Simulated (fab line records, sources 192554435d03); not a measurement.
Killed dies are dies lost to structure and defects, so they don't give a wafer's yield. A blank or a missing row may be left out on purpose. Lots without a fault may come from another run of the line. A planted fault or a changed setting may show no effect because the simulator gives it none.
Chamber matching | flow n5_finfet | N5_MOL_CONTACT_COAG_ETCH_59 on rie_diel-01: 4 sister chambers
The step etches underlayer in N2/H2, target depth 13 nm, time 10.4 s. 4 wafers are shown with their chamber, then 12 later ones without.

WAFERS WITH THEIR CHAMBER
wafer  | chamber | showerhead_plenum_p_Torr (Torr)
L080.5 | 3       | 2.50
L084.5 | 2       | 2.65
L085.5 | 1       | 2.56
L085.6 | 0       | 2.50

WAFERS WITHOUT THEIR CHAMBER
wafer  | showerhead_plenum_p_Torr (Torr)
L087.3 | 2.65
L087.5 | 2.50
L087.6 | 2.50
L089.1 | 2.49
L089.4 | 2.56
L089.6 | 2.49
L095.3 | 2.64
L095.5 | 2.56
L095.6 | 2.49
L096.1 | 2.64
L096.3 | 2.55
L096.5 | 2.64

WHICH CHAMBER EACH WENT THROUGH
wafer  | from the rows above     | in truth
L087.3 | 2                       | 2
L087.5 | can't be placed: 0 or 3 | 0
L087.6 | can't be placed: 0 or 3 | 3
L089.1 | can't be placed: 0 or 3 | 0
L089.4 | 1                       | 1
L089.6 | can't be placed: 0 or 3 | 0
L095.3 | 2                       | 2
L095.5 | 1                       | 1
L095.6 | can't be placed: 0 or 3 | 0
L096.1 | 2                       | 2
L096.3 | 1                       | 1
L096.5 | 2                       | 2
Placed correctly: 7 of 12. Can't be placed from these rows: 5 (the true chamber is among the candidates in 5). Placed wrongly: 0.
How it was worked out, from the rows above alone: a wafer's distance from a chamber is the root of the sum, over the readings, of the square of ((its reading less the chamber's mean) divided by the reading's scatter). The wafer belongs to the nearest chamber; if the next one is less than 2 further off, it can't be placed. A chamber's mean is the mean of its shown wafers. The scatter: with one shown wafer a chamber, the root of the mean of the squares of how far each hidden wafer lies from its nearest shown one.
